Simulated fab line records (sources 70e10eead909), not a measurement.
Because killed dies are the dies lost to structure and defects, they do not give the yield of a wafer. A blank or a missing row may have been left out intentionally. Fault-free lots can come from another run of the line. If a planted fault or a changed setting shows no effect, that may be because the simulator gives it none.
What tool caused it? ; flow nandHarc ; 13 lots with 39 wafers sampled at 6 steps, on a route of 1302 steps

WHAT THE GAUGES READ, wafer by wafer
NHARC_A_ONON_D2_THK_MEAS_05: measures by ellipsometry.
lot;measured;on;thkNm (nm)
L100;day 12 08:07;filmMetro-02;994 995 994
L102;day 13 04:47;filmMetro-01;1001 1001 1001
L101;day 13 04:49;filmMetro-02;1000 998 997
L103;day 13 14:47;filmMetro-02;994 994 995
L104;day 14 04:44;filmMetro-02;1573 1575 1571 1571 1571 1574
L107;day 15 06:51;filmMetro-01;1569 1569 1568 1571 1570 1572
L113;day 18 08:41;filmMetro-02;1003 1004 1004
L116;day 19 06:50;filmMetro-01;988 987 987
L119;day 20 02:46;filmMetro-02;1019 1017 1019
L118;day 20 02:54;filmMetro-01;981 980 981
L120;day 20 15:27;filmMetro-02;987 986 987
L121;day 20 21:02;filmMetro-02;989 989 987
L123;day 21 23:34;filmMetro-01;998 997 998

NHARC_A_ONON_D2_THK_MEAS_30: measures by ellipsometry.
lot;measured;on;thkNm (nm)
L100;day 12 21:14;filmMetro-01;992 995 997
L102;day 13 16:08;filmMetro-02;992 992 991
L101;day 13 16:07;filmMetro-01;1006 1003 1002
L103;day 14 02:35;filmMetro-02;981 979 979
L113;day 18 20:08;filmMetro-01;998 994 996
L116;day 19 18:11;filmMetro-01;1004 1004 1006
L119;day 20 14:25;filmMetro-01;993 994 995
L118;day 20 14:26;filmMetro-02;1005 1007 1006
L120;day 21 03:07;filmMetro-01;997 998 1000
L121;day 21 09:17;filmMetro-02;1015 1015 1014
L123;day 22 12:36;filmMetro-01;1005 1005 1007

NHARC_END_SORT_01.
lot;measured;on;defectLimitedYield (%);killedAtArray;killedAtOther;killedAtPeriphery;killedDies;killedOpen;killedShort
L102;day 24 14:47;prober-01;88.3 90.5 90.1;79 60 66;0 1 0;0 3 1;79 64 67;2 1 1;2 5 3
L103;day 25 06:41;prober-02;89.5 89.4 89.4;63 70 71;5 2 0;3 0 1;71 72 72;3 3 2;6 1 4
L116;day 31 04:17;prober-02;89.7 88.6 91.4;68 75 55;1 2 1;1 0 2;70 77 58;0 3 3;1 0 4

EACH LOT AND THE TOOL THAT RAN IT (in order: tool; ch and the chambers of the sampled wafers; start)
lot;NHARC_A_CHANNEL_FILL_D1_STRIP_28;NHARC_A_ONON_D2_DEP_03;NHARC_A_ONON_D2_DEP_33
L100;rieDiel-13 ch 0,1, day 9 19:31;pecvdOnon-04 ch 0, day 12 07:43;pecvd-01 ch 0,1, day 12 21:17
L102;rieDiel-13 ch 1,2, day 10 12:44;pecvdOnon-04 ch 0, day 13 04:20;pecvd-03 ch 0,1,2, day 13 16:11
L101;rieDiel-05 ch 0,1,2, day 10 12:45;pecvdOnon-01 ch 0, day 13 04:20;pecvd-01 ch 0,1,2, day 13 16:13
L103;rieDiel-05 ch 1,2,3, day 11 00:34;pecvdOnon-01 ch 0, day 13 14:20;pecvd-03 ch 0,1,2, day 14 02:41
L104;rieDiel-01 ch 1,2, day 11 11:19;pecvdOnon-01 ch 0, day 14 04:13;-
L107;rieDiel-01 ch 0,1,2, day 12 19:29;pecvdOnon-01 ch 0, day 15 06:19;-
L113;rieDiel-13 ch 1,2,3, day 15 15:30;pecvdOnon-04 ch 0, day 18 08:10;pecvd-03 ch 0,1,2, day 18 20:12
L116;rieDiel-01 ch 2,3, day 16 18:53;pecvdOnon-04 ch 0, day 19 06:23;pecvd-02 ch 0,1, day 19 18:17
L119;rieDiel-05 ch 1,2, day 17 14:59;pecvdOnon-04 ch 0, day 20 02:19;pecvd-01 ch 0,1,2, day 20 14:29
L118;rieDiel-01 ch 0,1,3, day 17 15:01;pecvdOnon-02 ch 0, day 20 02:23;pecvd-03 ch 0,1, day 20 14:35
L120;rieDiel-01 ch 1,2,3, day 18 01:28;pecvdOnon-01 ch 0, day 20 15:04;pecvd-02 ch 0,1,2, day 21 03:15
L121;rieDiel-05 ch 0,1,3, day 18 08:38;pecvdOnon-04 ch 0, day 20 20:31;pecvd-03 ch 0,1, day 21 09:24
L123;rieDiel-01 ch 0,3, day 19 04:20;pecvdOnon-02 ch 0, day 21 23:10;pecvd-01 ch 1,2, day 22 12:47
- NHARC_A_CHANNEL_FILL_D1_STRIP_28: strips in O2, time 20 s.
- NHARC_A_ONON_D2_DEP_03: target thk 1000 nm.
- NHARC_A_ONON_D2_DEP_33: deposits SiO2, target thk 200 nm.

WHAT THE TOOLS THEMSELVES READ (means of the sampled wafers that have a number; where no wafer has one, the mark that the record gives instead)
NHARC_A_CHANNEL_FILL_D1_STRIP_28.
lot;tool;chamberPressureMTorr (mTorr);drypumpMotorCurrentA (A);oesProductAu (a.u.);rfVppV (V);showerheadPlenumPTorr (Torr);throttleValvePct (%)
L100;rieDiel-13;60.01;5.1;1.003;57.0;3.39;17.044
L102;rieDiel-13;59.97;5.1;0.992;57.8;3.50;17.031
L101;rieDiel-05;60.01;6.0;0.991;57.6;3.50;17.038
L103;rieDiel-05;59.97;5.8;0.989;57.6;3.43;17.040
L104;rieDiel-01;59.95;6.0;0.995;58.0;3.49;17.036
L107;rieDiel-01;60.02;6.0;0.989;57.6;3.54;17.040
L113;rieDiel-13;60.04;5.5;1.010;57.4;3.42;17.026
L116;rieDiel-01;59.97;6.3;1.000;57.8;3.62;17.041
L119;rieDiel-05;59.99;6.2;1.002;56.6;3.37;17.038
L118;rieDiel-01;60.06;6.0;1.011;57.7;3.48;17.051
L120;rieDiel-01;60.02;6.1;1.003;58.0;3.53;17.040
L121;rieDiel-05;60.03;5.7;0.995;57.5;3.52;17.037
L123;rieDiel-01;60.00;6.1;1.003;57.7;3.52;17.034

NHARC_A_ONON_D2_DEP_03.
lot;tool;nh3FlowSccm (sccm)
L100;pecvdOnon-04;498.1
L102;pecvdOnon-04;501.2
L101;pecvdOnon-01;499.6
L103;pecvdOnon-01;501.0
L104;pecvdOnon-01;498.0
L107;pecvdOnon-01;499.1
L113;pecvdOnon-04;499.0
L116;pecvdOnon-04;501.5
L119;pecvdOnon-04;500.3
L118;pecvdOnon-02;498.7
L120;pecvdOnon-01;497.3
L121;pecvdOnon-04;501.2
L123;pecvdOnon-02;501.9

NHARC_A_ONON_D2_DEP_33.
lot;tool;heaterPowerOuterW (W);heaterPowerW (W);throttleValvePct (%)
L100;pecvd-01;271;467;15.8
L102;pecvd-03;317;625;16.0
L101;pecvd-01;310;527;16.0
L103;pecvd-03;336;640;15.8
L113;pecvd-03;311;617;15.7
L116;pecvd-02;322;615;16.5
L119;pecvd-01;312;523;15.8
L118;pecvd-03;270;563;15.9
L120;pecvd-02;316;581;16.4
L121;pecvd-03;287;581;15.8
L123;pecvd-01;321;538;15.7

THE ANSWER, worked out from the rows above alone
Rule: the usual values come from the lots themselves. The widest of any qualifying gaps counts: lots, ordered by their means at a reading, are off when they make up no more than a third of the lots, leave a main group of 4 or more, and stand apart from it by 3 or more times the standard deviation of that group's means. Not used: any main group whose means are identical at the precision the tables above print for the reading. Also off: a lot with no number at a reading for which 4 or more lots have one. Where the step has rows for the other lots, those lots are counted as sound. Order of review: gauges by route order, followed by the tools' own readings, for which a lot's mean as printed above is used. At the first step where some lot is off, the reading lying furthest off is the one used; lots without a number count as furthest.
Off: L104, L107 (NHARC_A_ONON_D2_THK_MEAS_05, thkNm). The main group: mean 996 nm, standard deviation 9.8.
A tool fits if, at a process step before that reading, it ran every lot that is off, and no sound lot after the first of them. The gauges at NHARC_A_ONON_D2_THK_MEAS_05 are tried like those tools. No candidate that was tried fits.

WHAT THE SIMULATOR HAD INSERTED
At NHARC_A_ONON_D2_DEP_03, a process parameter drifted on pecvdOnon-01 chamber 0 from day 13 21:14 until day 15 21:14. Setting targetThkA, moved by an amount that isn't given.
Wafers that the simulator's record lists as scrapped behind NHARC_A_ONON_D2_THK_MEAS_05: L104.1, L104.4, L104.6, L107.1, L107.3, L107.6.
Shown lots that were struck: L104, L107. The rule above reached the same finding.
